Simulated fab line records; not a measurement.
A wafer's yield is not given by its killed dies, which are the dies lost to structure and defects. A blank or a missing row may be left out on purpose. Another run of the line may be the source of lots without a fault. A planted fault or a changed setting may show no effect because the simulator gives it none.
fab line records    flow nandHarc
record lots=14  wafers=42  lastDay=34
route steps=1302 shown P_M0@283 P_M1@300
lots with no fault: from the same line, run without faults
startH: hours from the record's first day to the start of the lot's first wafer shown    waitH: how many hours have passed since the lot's step before this one    " unchanged from the row above    L1.1+2: several wafers, shown together as one row    - either no value or no given start    * or withheld: withheld    < > ~ a bound
route shown NAME@n: names a module that has steps shown in the file, with the first one's number in the route    usual: mean/standard deviation taken from wafers without a fault    same: alike in all rows    chamber/n: place in a boat    sites: per-site readings    _std_site: standard deviation of those values    _edge_site: the outer-site mean with the inner-site mean subtracted    radiusMm: how far each site lies from the wafer's centre    mask NAME#n: copy n    behind: the most recent tool/chamber to have shaped the wafer    hold: why the lot went on hold/how many hours it stayed there/how the hold came to an end    device: the n, p or np transistor that did not switch    end of line: the route-end tests of the same wafers    a step without rows: its recipe alone    killed: dies lost to structure and defects at the first sort, not the wafer's yield    map: a wafer's dies, x killed, . not, _ none there
set.NAME: setting as actually run; set.NAME@STEP: the setting as run at that earlier step    model.NAME: the simulator's own value behind a step, which no gauge read
a sample of lots followed through the steps of the route, with each step as a table and each wafer as a row
services: the hour from which a tool's chamber was out of use, counted from the record's first day as startH (under 0 if before that day), plus the number of hours and why
## steps
# step NHARC_P_M0_PRE_CLEAN_31
# recipe timeS=12  tempC=370  rfPowerW=300  gas=NH3
# usual heaterPowerOuterW=382/45  heaterPowerW=664/82
lot.wafer  tool      chamber  startH  waitH  heaterPowerOuterW  heaterPowerW
L296.1     pecvd-02  1        129.12  0.1    409                739
L296.3     "         2        "       "      302                487
L296.2     "         0        "       "      470                754
L298.3     pecvd-01  1        148.65  0.1    349                600
L298.6     "         0        "       "      381                673
L298.5     "         1        "       "      361                595
L299.1     pecvd-04  1        154.61  0.1    386                679
L299.2     "         2        "       "      394                683
L299.3     "         0        "       "      312                547
L300.1     pecvd-02  0        161.15  0.1    457                755
L300.4     "         0        "       "      447                746
L300.5     "         2        "       "      334                522
L301.4     pecvd-04  2        173.82  0.1    347                626
L301.5     "         0        "       "      333                600
L301.6     "         1        "       "      410                691
L302.1     pecvd-02  1        183.10  0.1    388                704
L302.2     "         2        "       "      348                540
L302.4     "         0        "       "      472                754
L303.2     pecvd-01  1        200.02  0.1    397                651
L303.3     "         0        "       "      364                660
L303.6     "         2        "       "      389                701
L304.2     pecvd-04  1        200.74  0.1    371                634
L304.5     "         0        "       "      351                621
L304.6     "         1        "       "      377                639
L305.2     pecvd-01  2        225.16  0.1    421                749
L305.5     "         2        "       "      420                766
L305.4     "         0        "       "      336                636
L307.3     pecvd-04  1        234.37  0.1    417                683
L307.2     "         0        "       "      368                612
L307.4     "         1        "       "      401                681
L308.3     pecvd-02  1        248.58  0.1    390                729
L308.2     "         2        "       "      333                524
L308.5     "         0        "       "      433                735
L309.2     pecvd-02  1        249.10  0.1    447                790
L309.3     "         2        "       "      314                495
L309.4     "         1        "       "      440                789
L318.3     pecvd-02  0        342.89  0.1    447                768
L318.4     "         2        "       "      314                504
L318.5     "         0        "       "      449                770
L319.1     pecvd-02  2        353.48  0.1    300                476
L319.5     "         2        "       "      301                489
L319.4     "         0        "       "      441                779
# step NHARC_P_M1_ETCH_15
# recipe targetDepthA=1825  timeS=91.2  c4f8FlowSccm=withheld  arFlowSccm=400  rfW=600  biasW=300  chemistry=C4F8/Ar
# usual oesProductAu=0.955/0.02  rfVppV=440.7/2.5
lot.wafer  tool        chamber  startH  waitH  oesProductAu  rfHoursCounterH  rfVppV
L296.2     rieDiel-03  3        -       -      0.978         2                438.9
L296.1     "           1        "       "      0.971         2                444.5
L296.3     "           2        "       "      0.952         2                439.4
L298.3     rieDiel-03  1        -       -      0.971         3                444.1
L298.5     "           0        "       "      0.962         -                436.7
L298.6     "           1        "       "      0.964         -                444.8
L299.3     rieDiel-03  0        -       -      0.958         4                436.3
L299.2     "           2        "       "      0.977         4                439.7
L299.1     "           3        "       "      0.976         4                440.0
L300.1     rieDiel-03  2        -       -      0.918         4                439.5
L300.4     "           0        "       "      0.935         5                438.2
L300.5     "           2        "       "      0.925         -                440.3
L301.4     rieDiel-03  1        -       -      0.974         5                445.8
L301.5     "           2        "       "      0.943         -                440.2
L301.6     "           3        "       "      0.971         -                439.5
L302.1     rieDiel-07  1        -       -      0.962         5                442.7
L302.4     "           3        "       "      0.971         5                442.9
L302.2     "           0        "       "      0.965         6                441.9
L303.3     rieDiel-07  0        -       -      0.958         8                439.8
L303.2     "           2        "       "      0.966         7                439.7
L303.6     "           0        "       "      0.953         -                439.2
L304.2     rieDiel-07  3        -       -      0.944         8                443.5
L304.6     "           3        "       "      0.952         -                443.7
L304.5     "           0        "       "      0.965         -                441.2
L305.4     rieDiel-03  0        -       -      0.924         7                439.3
L305.2     "           3        "       "      0.934         8                438.6
L305.5     "           1        "       "      0.924         -                444.7
L307.4     rieDiel-06  3        -       -      0.962         42               444.0
L307.2     "           0        "       "      0.993         36               440.4
L307.3     "           2        "       "      0.959         40               442.5
L308.2     rieDiel-03  2        -       -      0.972         8                440.7
L308.3     "           3        "       "      0.977         9                437.8
L308.5     "           2        "       "      0.971         -                439.2
L309.3     rieDiel-03  3        -       -      0.922         9                439.0
L309.4     "           0        "       "      0.921         9                436.9
L309.2     "           2        "       "      0.913         8                440.6
L318.4     rieDiel-03  1        -       -      0.944         3                443.9
L318.3     "           3        "       "      0.948         4                439.1
L318.5     "           1        "       "      0.936         -                446.6
L319.1     rieDiel-03  2        -       -      0.956         5                437.6
L319.4     "           1        "       "      0.975         4                445.6
L319.5     "           3        "       "      0.969         -                439.1
# step NHARC_P_M1_PVD_20
# recipe targetThkA=50  biasV=168.6  powerW=15000  chamberPressurePa=0.12  timeS=8.06  substrateTempC=50  material=TaN
# usual throttleValvePct=30.0/1.3
lot.wafer  tool           chamber  startH  waitH  throttleValvePct
L296.2     pvdSputter-01  -        -       -      29.3
L296.1     "              -        "       "      29.2
L296.3     "              -        "       "      31.5
L298.3     pvdSputter-02  -        -       -      32.1
L298.6     "              -        "       "      30.9
L298.5     "              -        "       "      29.3
L299.1     pvdSputter-03  -        -       -      30.4
L299.2     "              -        "       "      31.8
L299.3     "              -        "       "      28.2
L300.1     pvdSputter-02  -        -       -      27.6
L300.4     "              -        "       "      30.7
L300.5     "              -        "       "      30.8
L301.4     pvdSputter-02  -        -       -      29.0
L301.6     "              -        "       "      29.3
L301.5     "              -        "       "      32.0
L302.2     pvdSputter-02  -        -       -      30.6
L302.4     "              -        "       "      29.3
L302.1     "              -        "       "      27.5
L303.3     pvdSputter-03  -        -       -      30.2
L303.2     "              -        "       "      29.0
L303.6     "              -        "       "      30.5
L304.2     pvdSputter-01  -        -       -      31.2
L304.6     "              -        "       "      31.8
L304.5     "              -        "       "      28.9
L305.2     pvdSputter-02  -        -       -      32.5
L305.4     "              -        "       "      27.6
L305.5     "              -        "       "      32.2
L307.2     pvdSputter-03  -        -       -      30.4
L307.3     "              -        "       "      30.6
L307.4     "              -        "       "      28.7
L308.3     pvdSputter-02  -        -       -      30.9
L308.2     "              -        "       "      29.3
L308.5     "              -        "       "      30.8
L309.2     pvdSputter-01  -        -       -      31.0
L309.3     "              -        "       "      29.3
L309.4     "              -        "       "      31.6
L318.3     pvdSputter-01  -        -       -      31.0
L318.4     "              -        "       "      29.3
L318.5     "              -        "       "      28.5
L319.1     pvdSputter-01  -        -       -      28.7
L319.4     "              -        "       "      29.2
L319.5     "              -        "       "      31.4
# step NHARC_P_M1_ANNEAL_31
# recipe tempC=225  timeS=90
# usual annealTempC=225.03/0.19  annealTempCMax=226.20/0.25  wafer_temp_C_max=225.9/0.3
lot.wafer  tool          chamber  startH  waitH  annealTempC  annealTempCMax  wafer_temp_C_max
L296.1     rtpAnneal-02  0        132.40  -      224.88       225.78          226.1
L296.2     "             0        "       "      225.26       226.23          225.9
L296.3     "             0        "       "      225.19       226.33          225.8
L298.3     rtpAnneal-02  0        151.98  0.3    224.85       226.01          225.6
L298.5     "             0        "       "      224.90       226.03          226.1
L298.6     "             0        "       "      225.06       226.22          225.9
L299.1     rtpAnneal-02  0        157.88  0.3    224.95       225.78          225.4
L299.2     "             0        "       "      225.09       226.39          225.2
L299.3     "             0        "       "      225.21       226.37          225.6
L300.1     rtpAnneal-01  0        164.40  -      225.36       226.48          225.9
L300.4     "             0        "       "      225.31       226.82          226.0
L300.5     "             0        "       "      225.41       226.54          226.1
L301.4     rtpAnneal-01  0        177.20  -      225.24       226.14          225.7
L301.5     "             0        "       "      224.90       225.90          226.1
L301.6     "             0        "       "      225.08       226.43          226.2
L302.1     rtpAnneal-02  0        186.23  -      224.97       226.08          226.0
L302.2     "             0        "       "      224.89       226.06          225.7
L302.4     "             0        "       "      224.63       225.76          225.9
L303.2     rtpAnneal-02  0        203.35  -      225.09       226.11          225.6
L303.3     "             0        "       "      225.11       226.20          225.6
L303.6     "             0        "       "      224.88       226.38          225.3
L304.2     rtpAnneal-01  0        204.04  0.4    225.25       226.51          225.8
L304.5     "             0        "       "      225.15       226.35          226.0
L304.6     "             0        "       "      225.17       226.33          226.1
L305.2     rtpAnneal-01  0        228.52  -      225.20       226.31          225.9
L305.4     "             0        "       "      224.90       226.19          225.8
L305.5     "             0        "       "      224.66       225.63          226.1
L307.2     rtpAnneal-02  0        237.85  -      225.11       226.25          225.7
L307.3     "             0        "       "      224.97       226.27          225.7
L307.4     "             0        "       "      225.07       226.10          225.5
L308.2     rtpAnneal-01  -        251.92  0.4    -            -               -
L308.3     "             -        "       "      -            -               -
L308.5     "             -        "       "      -            -               -
L309.2     rtpAnneal-01  -        252.53  0.4    -            -               -
L309.3     "             -        "       "      -            -               -
L309.4     "             -        "       "      -            -               -
L318.3     rtpAnneal-01  0        346.30  -      224.89       226.21          225.8
L318.4     "             0        "       "      225.13       226.18          225.7
L318.5     "             0        "       "      225.23       226.63          225.9
L319.1     rtpAnneal-02  0        356.85  -      225.41       226.37          225.9
L319.4     "             0        "       "      225.19       226.32          225.7
L319.5     "             0        "       "      225.26       226.26          225.8
## services
tool           chamber  startH  hours  kind
pvdSputter-02  -        106.10  3.7    repair
rieDiel-07     -        117.25  9.0    pm
pvdSputter-02  -        123.00  1.9    repair
rieDiel-03     2        146.94  5.3    repair
pecvd-04       -        168.95  0.6    repair
pecvd-02       2        185.88  12.9   repair
rieDiel-03     1        189.58  4.1    repair
rieDiel-03     0        208.23  8.5    repair
rieDiel-03     -        214.31  0.3    repair
pecvd-02       2        222.39  4.6    repair
pvdSputter-01  -        226.00  10.0   pm
pecvd-02       -        227.16  13.0   pm
pecvd-04       -        254.61  0.5    repair
rieDiel-03     0        259.78  7.5    repair
pecvd-04       2        260.98  13.0   repair
pecvd-04       -        269.11  13.0   pm
pvdSputter-02  -        276.17  1.2    repair
rieDiel-03     -        281.34  9.0    pm
pvdSputter-02  -        282.08  10.0   pm
pvdSputter-02  -        292.59  1.7    repair
pvdSputter-02  -        317.60  2.1    repair
pecvd-02       -        341.51  0.5    repair
rieDiel-03     -        344.68  1.2    repair
pvdSputter-01  -        350.29  4.9    repair
## key
firstSign step=NHARC_P_M1_ANNEAL_31  reading=toolRecord  direction=missing
effect none on later readings
metAt NHARC_P_M1_ANNEAL_31
struckLots L308,L309
sortLeftOut L308.2,L308.3,L308.5,L309.2,L309.3,L309.4
notActingAt NHARC_P_M0_PRE_CLEAN_31,NHARC_P_M1_ETCH_15,NHARC_P_M1_PVD_20
onsetBetween 228.52 251.92
fault kind=skippedStepWhole  tool=rtpAnneal-01  chamber=-  onsetH=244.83  steps=NHARC_P_M1_ANNEAL_31  scope=struckLotsOnly
# sortLeftOut: the simulated sort isn't trusted on such a fault, so these wafers' sort isn't shown, and their yield isn't known
